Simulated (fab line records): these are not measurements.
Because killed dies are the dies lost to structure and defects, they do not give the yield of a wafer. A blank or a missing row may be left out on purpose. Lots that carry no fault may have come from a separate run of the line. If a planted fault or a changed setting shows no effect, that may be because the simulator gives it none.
Which tool was responsible?    flow nand-harc    11 lots, 33 wafers sampled, at 3 steps of a route of 1159

== WHAT THE GAUGES READ, wafer by wafer ==
NHARC_A_CHANNEL_FILL_D1_INSPECT_13.
lot   measured      on                 raw-defect-count
L075  day 11 00:48  defect-inspect-01  225 218 252
L076  day 11 16:33  defect-inspect-01  351 365 434
L080  day 12 17:37  defect-inspect-02  254 331 513
L081  day 12 17:55  defect-inspect-02  311 184 309
L084  day 13 10:37  defect-inspect-02  377 372 546
L086  day 13 16:51  defect-inspect-01  188 354 197
L089  day 14 13:26  defect-inspect-01  172 207 292
L090  day 14 18:05  defect-inspect-02  321 312 293
L093  day 15 09:32  defect-inspect-02  392 376 420
L092  day 15 14:27  defect-inspect-02  214 280 206
L096  day 16 02:50  defect-inspect-01  272 366 254

== WHICH TOOL RAN EACH LOT (tool, then ch and the chambers of the sampled wafers, then the start) ==
lot   NHARC_P_BONDPAD_ETCH_12                        NHARC_A_CHANNEL_FILL_D1_ETCHBACK_20
L075  rie-diel-08 ch 0,1,3, day 9 21:32 or earlier   rie-diel-01 ch 0,2,3, day 9 21:32
L076  rie-diel-03 ch 0,2, day 10 05:36 or earlier    rie-diel-02 ch 1,2, day 10 05:36
L080  rie-diel-03 ch 1,2,3, day 11 17:43 or earlier  rie-diel-06 ch 0,2,3, day 11 17:43
L081  rie-diel-03 ch 0,3, day 11 17:47 or earlier    rie-diel-02 ch 0,1,2, day 11 17:47
L084  rie-diel-03 ch 1,2,3, day 12 08:02 or earlier  rie-diel-02 ch 0,2, day 12 08:02
L086  rie-diel-03 ch 0,3, day 12 15:45 or earlier    rie-diel-02 ch 0,1, day 12 15:45
L089  rie-diel-05 ch 0,1,2, day 13 13:11 or earlier  rie-diel-02 ch 0,1, day 13 13:11
L090  rie-diel-03 ch 0,1, day 13 16:49 or earlier    rie-diel-02 ch 0,1,3, day 13 16:49
L093  rie-diel-03 ch 0,1,3, day 14 09:24 or earlier  rie-diel-02 ch 0,2, day 14 09:24
L092  rie-diel-03 ch 0,1,2, day 14 14:19 or earlier  rie-diel-06 ch 0,1, day 14 14:19
L096  rie-diel-03 ch 0,1,3, day 15 03:01 or earlier  rie-diel-01 ch 0,1,3, day 15 03:01
- NHARC_P_BONDPAD_ETCH_12: etches the open film in CHF3/O2, target depth 200 nm, time 100 s.
- NHARC_A_CHANNEL_FILL_D1_ETCHBACK_20: etches the open film in C4F8/O2/Ar, target depth 27 nm, time 13.5 s.

== THE ANSWER, worked out from the rows above alone ==
Rule: usual is defined by the lots themselves. The widest of any qualifying gaps counts: lots, ordered by their means at a reading, are off when they make up no more than a third of the lots, leave a main group of 4 or more, and stand apart from it by 3 or more times the standard deviation of that group's means. A main group is skipped when, at the precision printed for the reading in the tables above, its means are all equal. Also off: a lot with no number at a reading for which 4 or more lots have one. Any other lot the step has rows for is counted as sound.
None of the lots is off at any reading shown; this tells nothing.

== WHAT THE SIMULATOR HAD PUT IN ==
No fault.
